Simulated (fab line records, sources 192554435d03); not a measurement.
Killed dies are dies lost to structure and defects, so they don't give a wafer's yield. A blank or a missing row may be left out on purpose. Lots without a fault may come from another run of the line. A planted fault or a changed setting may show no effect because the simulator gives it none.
Chamber matching | flow n5_finfet | N5_STI_FIN_REVEAL_ALD_14 on ald_sin-02: 4 sister chambers
The step deposits Si3N4, target thk 3 nm. 7 wafers are shown with their chamber, then 9 later ones without.

WAFERS WITH THEIR CHAMBER
wafer  | chamber | heater_power_outer_w (W) | heater_power_w (W)
L081.2 | 2       | 446                      | 750
L083.1 | 3       | 455                      | 774
L087.1 | 3       | 473                      | 778
L087.5 | 2       | 444                      | 782
L089.1 | 0       | 468                      | 885
L089.2 | 1       | 607                      | 930
L089.6 | 0       | 475                      | 894

WAFERS WITHOUT THEIR CHAMBER
wafer  | heater_power_outer_w (W) | heater_power_w (W)
L090.1 | 455                      | 750
L090.4 | 469                      | 882
L090.5 | 458                      | 764
L093.2 | 468                      | 884
L093.5 | 612                      | 932
L093.6 | 458                      | 883
L094.2 | 461                      | 880
L094.3 | 461                      | 798
L094.4 | 447                      | 754

WHICH CHAMBER EACH WENT THROUGH
wafer  | from the rows above     | in truth
L090.1 | can't be placed: 2 or 3 | 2
L090.4 | 0                       | 0
L090.5 | can't be placed: 3 or 2 | 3
L093.2 | 0                       | 0
L093.5 | 1                       | 1
L093.6 | 0                       | 0
L094.2 | 0                       | 0
L094.3 | can't be placed: 3 or 2 | 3
L094.4 | can't be placed: 2 or 3 | 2
Placed correctly: 5 of 9. Can't be placed from these rows: 4 (the true chamber is among the candidates in 4). Placed wrongly: 0.
How it was worked out, from the rows above alone: a wafer's distance from a chamber is the root of the sum, over the readings, of the square of ((its reading less the chamber's mean) divided by the reading's scatter). The wafer belongs to the nearest chamber; if the next one is less than 2 further off, it can't be placed. A chamber's mean is the mean of its shown wafers. The scatter: the root of (the sum of the squares of (reading less its chamber's mean) over the shown wafers, divided by (wafers less chambers)).
